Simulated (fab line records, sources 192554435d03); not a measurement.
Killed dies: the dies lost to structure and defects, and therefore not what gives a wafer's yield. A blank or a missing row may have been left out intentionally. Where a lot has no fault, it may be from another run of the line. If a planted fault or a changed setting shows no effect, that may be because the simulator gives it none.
Split-lot study ; flow n5_finfet ; 21 wafers read from 7 lots, route of 1938 steps

## SPLIT DETAILS
At N5_MOL_CONTACT_COAG_EXPOSE_37 (exposes mask VD, defocus 0 nm), the setting dose_mj was moved away from the recipe's 62 on 4 of the 21 wafers read, by -6.7% to +4.1%. For the rest of the wafers, this setting stayed at what the recipe calls for.

## FROM THE SPLIT TO THE READING: what the file shows between them, 2 steps
- N5_MOL_CONTACT_COAG_PEB_38: peb time 60 s
- N5_MOL_CONTACT_COAG_DEVELOP_39: develop time 30 s

## THE READING
At N5_MOL_CONTACT_COAG_CD_MEAS_40: cd_nm in nanometres, against a target cd of 25.1 nm. On this fab line, fault-free wafers typically give 25.09 nm with a standard deviation of 0.26 nm.

wafer;tool, chamber at the split;dose_mj as run;against the recipe;cd_nm, nm;against lot-mates on the recipe
L079.3;euv_scanner-02, 0;64.54;+4.1%;26.11;+0.66
L079.5;euv_scanner-02, 0;64.54;+4.1%;25.94;+0.49
L079.6;euv_scanner-02, 0;62;recipe;25.45;-
L086.2;euv_scanner-01, 0;62;recipe;25.15;-
L086.3;euv_scanner-01, 0;62;recipe;25.06;-
L086.6;euv_scanner-01, 0;57.82;-6.7%;23.45;-1.65
L088.2;euv_scanner-01, 0;62;recipe;25.13;-
L088.4;euv_scanner-01, 0;62;recipe;24.77;-
L088.6;euv_scanner-01, 0;62;recipe;24.78;-
L091.1;euv_scanner-01, 0;62;recipe;24.77;-
L091.4;euv_scanner-01, 0;62;recipe;24.94;-
L091.6;euv_scanner-01, 0;62;recipe;24.77;-
L092.1;euv_scanner-01, 0;62;recipe;25.27;-
L092.3;euv_scanner-01, 0;62;recipe;24.94;-
L092.6;euv_scanner-01, 0;62;recipe;25.10;-
L095.2;euv_scanner-01, 0;62;recipe;24.98;-
L095.4;euv_scanner-01, 0;62;recipe;25.09;-
L095.5;euv_scanner-01, 0;62;recipe;24.88;-
L097.3;euv_scanner-01, 0;62;recipe;25.28;-
L097.4;euv_scanner-01, 0;63.57;+2.5%;25.21;+0.14
L097.5;euv_scanner-01, 0;62;recipe;24.86;-

THE FIT
A straight line over all 21 wafers: cd_nm changes by +0.227 nm for each +1% of dose_mj; r = +0.92; the points scatter about the line by 0.21 nm.
The same after taking each lot's own level away (the mean of its wafers on the recipe; 21 wafers): +0.192 nm for each +1%; r = +0.92; scatter 0.17 nm.
That fit puts the effect of the largest move of dose_mj on the reading at 1.3 nm.
The span of the lots' own levels, 24.827 to 25.450 nm, comes to 2.4 times the standard deviation stated above.
Hence the slope depends on the lot-to-lot level, as the two fits are not the same.
Check: for one of the wafers moved furthest among these (-6.7%), held out of the fit, the line's prediction against its lot-mates is -0.866 nm. It came out at -1.65 nm against them.

## THESE WAFERS: OTHER SPLITS
Before the reading, these wafers also passed through other splits. Each is held against what the fit with the lots' levels taken away leaves over:
other split on the same wafers;wafers away from the commonest value;r with cd_nm (lot level and that fit taken away)
N5_MOL_CONTACT_COAG_COAT_62 spin_rpm;10;+0.32

## THE FILE'S OWN FIT
cd_nm changes by +0.202 nm for each +1% of dose_mj, r = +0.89.
